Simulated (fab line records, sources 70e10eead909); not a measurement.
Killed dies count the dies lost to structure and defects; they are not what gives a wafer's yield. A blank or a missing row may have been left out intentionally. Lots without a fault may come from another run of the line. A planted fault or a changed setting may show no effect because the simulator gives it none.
Matching of chambers :: flow nand harc :: NHARC_A_STAIRCASE_ALD_415 on ald hk-01: 4 sister chambers
The step deposits SiO2, target thk 30 nm, pulse time 6 s, ald cycles 300. 8 wafers are shown with their chamber, then 12 later ones without.

== WAFERS PAIRED WITH THEIR CHAMBERS ==
wafer: L082.3
chamber: 2
heater power w (W): 432
precursor pulse height rel: 1.006

wafer: L085.2
chamber: 2
heater power w (W): 432
precursor pulse height rel: 1.003

wafer: L086.1
chamber: 0
heater power w (W): 520
precursor pulse height rel: 0.991

wafer: L086.6
chamber: 0
heater power w (W): 541
precursor pulse height rel: 0.999

wafer: L087.4
chamber: 1
heater power w (W): 496
precursor pulse height rel: 1.017

wafer: L089.1
chamber: 1
heater power w (W): 482
precursor pulse height rel: 0.989

wafer: L089.2
chamber: 3
heater power w (W): 445
precursor pulse height rel: 1.030

wafer: L089.5
chamber: 3
heater power w (W): 457
precursor pulse height rel: 0.985

== WAFERS WITH NO CHAMBER GIVEN ==
wafer: L092.1
heater power w (W): 497
precursor pulse height rel: 1.005

wafer: L092.3
heater power w (W): 464
precursor pulse height rel: 1.008

wafer: L092.5
heater power w (W): 538
precursor pulse height rel: 1.006

wafer: L093.3
heater power w (W): 444
precursor pulse height rel: 0.995

wafer: L093.5
heater power w (W): 452
precursor pulse height rel: 1.009

wafer: L093.6
heater power w (W): 523
precursor pulse height rel: 0.971

wafer: L095.2
heater power w (W): 490
precursor pulse height rel: 0.998

wafer: L095.4
heater power w (W): 437
precursor pulse height rel: 0.996

wafer: L095.5
heater power w (W): 458
precursor pulse height rel: 1.007

wafer: L096.1
heater power w (W): 505
precursor pulse height rel: 0.987

wafer: L096.3
heater power w (W): 452
precursor pulse height rel: 1.006

wafer: L096.4
heater power w (W): 434
precursor pulse height rel: 1.016

== WHICH CHAMBER EACH ONE RAN IN ==
wafer: L092.1
from the rows above: 1
in truth: 1

wafer: L092.3
from the rows above: can't be placed: 3 or 1 or 2
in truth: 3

wafer: L092.5
from the rows above: 0
in truth: 0

wafer: L093.3
from the rows above: can't be placed: 3 or 2
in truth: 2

wafer: L093.5
from the rows above: can't be placed: 3 or 2
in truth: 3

wafer: L093.6
from the rows above: 0
in truth: 0

wafer: L095.2
from the rows above: 1
in truth: 1

wafer: L095.4
from the rows above: can't be placed: 2 or 3
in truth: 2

wafer: L095.5
from the rows above: can't be placed: 3 or 2
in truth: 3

wafer: L096.1
from the rows above: can't be placed: 1 or 0
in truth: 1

wafer: L096.3
from the rows above: can't be placed: 3 or 2
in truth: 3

wafer: L096.4
from the rows above: can't be placed: 2 or 3
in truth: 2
4 of 12 placed correctly. Unplaceable from these rows: 8, with the true chamber sitting among the candidates in 8. Placed wrongly: 0.
How it was worked out, from the rows above alone: a wafer's distance from a chamber is the root of the sum, over the readings, of the square of ((its reading less the chamber's mean) divided by the reading's scatter). If the next closest chamber is less than 2 further off than the closest, the wafer can't be placed; otherwise it belongs to the closest. A chamber's mean is the mean of its shown wafers. The scatter: take each reading less its chamber's mean, square it, sum over the shown wafers, divide by the number of wafers less the number of chambers, and take the root.
